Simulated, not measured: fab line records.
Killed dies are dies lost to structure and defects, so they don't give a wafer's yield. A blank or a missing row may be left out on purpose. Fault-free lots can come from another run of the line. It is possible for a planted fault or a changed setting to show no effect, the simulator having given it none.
Split-lot study + flow n5 finfet + on a route of 1938 steps: 7 lots, 21 wafers read

## ABOUT THE SPLIT
At N5_DUMMY_GATE_CVD_03 (deposits a-Si from SiH4, target thk 150 nm, time 8042 s), the setting temp c was moved away from the recipe's 530 C on 18 of the 21 wafers read, by -2.6% to +4.2%. For the rest of the wafers, this setting stayed at what the recipe calls for.

Reading taken at the split's own step.

## THE READING
a-Si_of_DUMMY_GATE_CVD_03.thk nm (the simulator's own value, which no gauge read), in nm, at N5_DUMMY_GATE_CVD_03 (deposits a-Si from SiH4, target thk 150 nm, time 8042 s). No usual value for it is given in the file. The 3 wafers here that ran the recipe average 150.1 nm, standard deviation 0.52 nm.

| wafer  | tool, chamber at the split | temp c as run, C | against the recipe | a-Si_of_DUMMY_GATE_CVD_03.thk nm, nm | against lot-mates on the recipe |
|--------|----------------------------|------------------|--------------------|--------------------------------------|---------------------------------|
| L075.2 | -, -                       | 543.4            | +2.5%              | 217.4                                | no lot-mate on the recipe       |
| L075.4 | -, -                       | 543.4            | +2.5%              | 216.2                                | no lot-mate on the recipe       |
| L075.6 | -, -                       | 543.4            | +2.5%              | 216                                  | no lot-mate on the recipe       |
| L078.1 | -, -                       | 516.1            | -2.6%              | 100.4                                | no lot-mate on the recipe       |
| L078.4 | -, -                       | 516.1            | -2.6%              | 99.4                                 | no lot-mate on the recipe       |
| L078.6 | -, -                       | 516.1            | -2.6%              | 101.2                                | no lot-mate on the recipe       |
| L082.2 | -, -                       | 516.6            | -2.5%              | 105                                  | no lot-mate on the recipe       |
| L082.3 | -, -                       | 516.6            | -2.5%              | 103.8                                | no lot-mate on the recipe       |
| L082.6 | -, -                       | 516.6            | -2.5%              | 104                                  | no lot-mate on the recipe       |
| L084.1 | lpcvd-02, 0/90             | 530              | recipe             | 149.6                                | -                               |
| L084.2 | lpcvd-02, 0/95             | 530              | recipe             | 150.8                                | -                               |
| L084.3 | lpcvd-02, 0/100            | 530              | recipe             | 149.8                                | -                               |
| L087.4 | -, -                       | 539.7            | +1.8%              | 198.4                                | no lot-mate on the recipe       |
| L087.5 | -, -                       | 539.7            | +1.8%              | 196.6                                | no lot-mate on the recipe       |
| L087.6 | -, -                       | 539.7            | +1.8%              | 197                                  | no lot-mate on the recipe       |
| L093.2 | -, -                       | 542.9            | +2.4%              | 213                                  | no lot-mate on the recipe       |
| L093.4 | -, -                       | 542.9            | +2.4%              | 214.4                                | no lot-mate on the recipe       |
| L093.5 | -, -                       | 542.9            | +2.4%              | 214.4                                | no lot-mate on the recipe       |
| L096.1 | -, -                       | 552.4            | +4.2%              | 278.4                                | no lot-mate on the recipe       |
| L096.4 | -, -                       | 552.4            | +4.2%              | 278.2                                | no lot-mate on the recipe       |
| L096.5 | -, -                       | 552.4            | +4.2%              | 279.6                                | no lot-mate on the recipe       |

THE FIT
A straight line over all 21 wafers: a-Si_of_DUMMY_GATE_CVD_03.thk nm changes by +24.4 nm for each +1% of temp c; r = +0.99; the points scatter about the line by 9 nm.
Too few moved wafers with a lot-mate on the recipe to fit a line net of each lot's own level.

## FILE'S OWN FIT
a-Si_of_DUMMY_GATE_CVD_03.thk nm changes by +24.4 nm for each +1% of temp c, r = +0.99.
